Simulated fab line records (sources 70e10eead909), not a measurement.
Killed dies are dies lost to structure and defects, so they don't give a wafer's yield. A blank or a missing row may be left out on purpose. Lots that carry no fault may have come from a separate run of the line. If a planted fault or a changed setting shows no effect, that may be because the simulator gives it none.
Chamber matching    flow nand-harc    NHARC_P_M2_DEP_33 on pecvd-01 has 3 sister chambers
The step deposits SiCN, target thk 30 nm. 3 wafers are shown with their chamber, then 7 later ones without.

## WAFERS PAIRED WITH THEIR CHAMBERS
wafer   chamber  heater-power-w (W)
L495.3  1        609
L496.3  2        379
L496.4  0        668

## WAFERS WHOSE CHAMBER IS MISSING
wafer   heater-power-w (W)
L496.5  630
L507.3  449
L507.5  797
L507.6  508
L510.1  568
L510.5  694
L510.6  569

## WHICH CHAMBER EACH ONE RAN IN
wafer   from the rows above           in truth
L496.5  can't be placed: 1 or 0       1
L507.3  can't be placed: 2 or 1       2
L507.5  can't be placed: 0 or 1       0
L507.6  can't be placed: 1 or 2 or 0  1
L510.1  can't be placed: 1 or 0       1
L510.5  can't be placed: 0 or 1       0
L510.6  can't be placed: 1 or 0       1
Correct placement for 0 of the 7. Cannot be placed on the basis of these rows: 7; the candidates contain the true chamber in 7. Number placed wrongly: 0.
How it was worked out, from the rows above alone: a wafer's distance from a chamber is the root of the sum, over the readings, of the square of ((its reading less the chamber's mean) divided by the reading's scatter). The wafer belongs to the nearest chamber; if the next one is less than 2 further off, it can't be placed. Each chamber's mean is taken over the wafers shown for it. The scatter (one wafer shown for each chamber): square how far every hidden wafer sits from the nearest shown wafer, average those squares and take the square root.
